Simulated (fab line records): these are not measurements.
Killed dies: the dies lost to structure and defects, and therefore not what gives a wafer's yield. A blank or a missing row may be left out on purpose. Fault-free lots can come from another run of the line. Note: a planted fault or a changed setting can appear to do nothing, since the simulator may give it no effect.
Matching of chambers / flow nand_harc / 3 sister chambers for NHARC_P_M0_DEP_32 on pecvd-01
The step deposits SiCN, target thk 30 nm. 14 wafers are shown with their chamber, then 7 later ones without.

## EACH WAFER AND ITS CHAMBER
wafer=L074.3; chamber=0; heater_power_w (W)=590
wafer=L074.4; chamber=2; heater_power_w (W)=531
wafer=L074.6; chamber=0; heater_power_w (W)=591
wafer=L078.2; chamber=0; heater_power_w (W)=642
wafer=L078.3; chamber=2; heater_power_w (W)=539
wafer=L078.4; chamber=2; heater_power_w (W)=558
wafer=L079.1; chamber=1; heater_power_w (W)=544
wafer=L079.4; chamber=1; heater_power_w (W)=546
wafer=L079.5; chamber=0; heater_power_w (W)=618
wafer=L083.1; chamber=2; heater_power_w (W)=546
wafer=L083.2; chamber=1; heater_power_w (W)=518
wafer=L083.6; chamber=0; heater_power_w (W)=668
wafer=L085.1; chamber=2; heater_power_w (W)=576
wafer=L085.2; chamber=0; heater_power_w (W)=578

SIGNATURES (means of the wafers above)
reading=heater_power_w; chamber 0=614.50; chamber 1=536.00; chamber 2=550.00; scatter within a chamber=26.7
Rule: for each reading, subtract the chamber's mean from the wafer's reading, divide by that reading's scatter and square the result; add these up over the readings and take the root, which gives the wafer's distance from the chamber. The wafer belongs to the nearest chamber; if the next one is less than 2 further off, it can't be placed. The scatter: take each reading less its chamber's mean, square it, sum over the shown wafers, divide by the number of wafers less the number of chambers, and take the root.

## WAFERS WHOSE CHAMBER IS MISSING
wafer=L085.5; heater_power_w (W)=581
wafer=L089.2; heater_power_w (W)=517
wafer=L089.3; heater_power_w (W)=507
wafer=L089.4; heater_power_w (W)=515
wafer=L092.1; heater_power_w (W)=560
wafer=L092.3; heater_power_w (W)=527
wafer=L092.6; heater_power_w (W)=593

## WHICH CHAMBER EACH ONE RAN IN
wafer=L085.5; from the rows above=can't be placed: 2 or 0 or 1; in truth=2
wafer=L089.2; from the rows above=can't be placed: 1 or 2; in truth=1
wafer=L089.3; from the rows above=can't be placed: 1 or 2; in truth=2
wafer=L089.4; from the rows above=can't be placed: 1 or 2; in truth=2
wafer=L092.1; from the rows above=can't be placed: 2 or 1 or 0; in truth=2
wafer=L092.3; from the rows above=can't be placed: 1 or 2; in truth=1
wafer=L092.6; from the rows above=can't be placed: 0 or 2 or 1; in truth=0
Correctly placed: 0 of 7. From these rows, 7 cannot be placed; in 7 the true chamber is one of the candidates. Number placed wrongly: 0.
